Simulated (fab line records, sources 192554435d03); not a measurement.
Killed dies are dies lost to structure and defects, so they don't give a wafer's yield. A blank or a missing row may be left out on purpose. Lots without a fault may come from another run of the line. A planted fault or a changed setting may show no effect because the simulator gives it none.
Chamber matching | flow n5_finfet | N5_MOL_CONTACT_COAG_ALD_27 on ald_sin-02: 4 sister chambers
The step deposits SiOC, target thk 17 nm, pulse time 1.5 s, time 2720 s. 18 wafers are shown with their chamber, then 9 later ones without.

WAFERS WITH THEIR CHAMBER
wafer  | chamber | heater_power_w (W) | chamber_pressure_Torr (Torr) | precursor_pulse_height_rel
L075.1 | 1       | 878                | 2.004                        | 0.980
L075.2 | 0       | 878                | 2.001                        | 0.976
L075.4 | 2       | 737                | 2.002                        | 1.014
L076.2 | 0       | 892                | 2.005                        | 1.002
L076.5 | 3       | 943                | 2.007                        | 0.970
L076.6 | 2       | 767                | 2.002                        | 0.999
L078.4 | 3       | 939                | 2.003                        | 0.986
L078.5 | 3       | 954                | 2.004                        | 1.038
L078.6 | 2       | 755                | 1.995                        | 0.977
L080.1 | 3       | 934                | 2.004                        | 0.999
L080.2 | 1       | 859                | 1.992                        | 0.995
L080.6 | 2       | 750                | 1.994                        | 1.014
L081.2 | 3       | 945                | 1.995                        | 0.997
L081.4 | 1       | 870                | 1.994                        | 0.980
L081.5 | 2       | 727                | 2.006                        | 1.002
L085.2 | 0       | 856                | 2.010                        | 0.986
L085.4 | 1       | 866                | 2.000                        | 0.974
L085.6 | 2       | 751                | 1.998                        | 0.972

SIGNATURES (means of the wafers above)
reading                    | chamber 0 | chamber 1 | chamber 2 | chamber 3 | scatter within a chamber
heater_power_w             | 875.33    | 868.25    | 747.83    | 943.00    | 12.1
chamber_pressure_Torr      | 2.00533   | 1.99750   | 1.99950   | 2.00260   | 0.00478
precursor_pulse_height_rel | 0.98800   | 0.98225   | 0.99633   | 0.99800   | 0.0184
Rule: a wafer's distance from a chamber is the root of the sum, over the readings, of the square of ((its reading less the chamber's mean) divided by the reading's scatter). The wafer belongs to the nearest chamber; if the next one is less than 2 further off, it can't be placed. The scatter: the root of (the sum of the squares of (reading less its chamber's mean) over the shown wafers, divided by (wafers less chambers)).

WAFERS WITHOUT THEIR CHAMBER
wafer  | heater_power_w (W) | chamber_pressure_Torr (Torr) | precursor_pulse_height_rel
L091.3 | 733                | 2.004                        | 1.038
L091.4 | 885                | 2.003                        | 0.972
L091.5 | 955                | 1.991                        | 0.980
L094.1 | 875                | 1.999                        | 0.993
L094.3 | 898                | 2.008                        | 0.992
L094.5 | 886                | 2.001                        | 1.007
L097.4 | 890                | 2.005                        | 1.015
L097.5 | 755                | 2.009                        | 0.964
L097.6 | 955                | 2.002                        | 0.981

WHICH CHAMBER EACH WENT THROUGH
wafer  | from the rows above          | in truth
L091.3 | 2                            | 2
L091.4 | can't be placed: 0 or 1      | 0
L091.5 | 3                            | 3
L094.1 | can't be placed: 1 or 0      | 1
L094.3 | can't be placed: 0 or 1 or 3 | 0
L094.5 | can't be placed: 0 or 1      | 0
L097.4 | can't be placed: 0 or 1      | 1
L097.5 | 2                            | 2
L097.6 | 3                            | 3
Placed correctly: 4 of 9. Can't be placed from these rows: 5 (the true chamber is among the candidates in 5). Placed wrongly: 0.
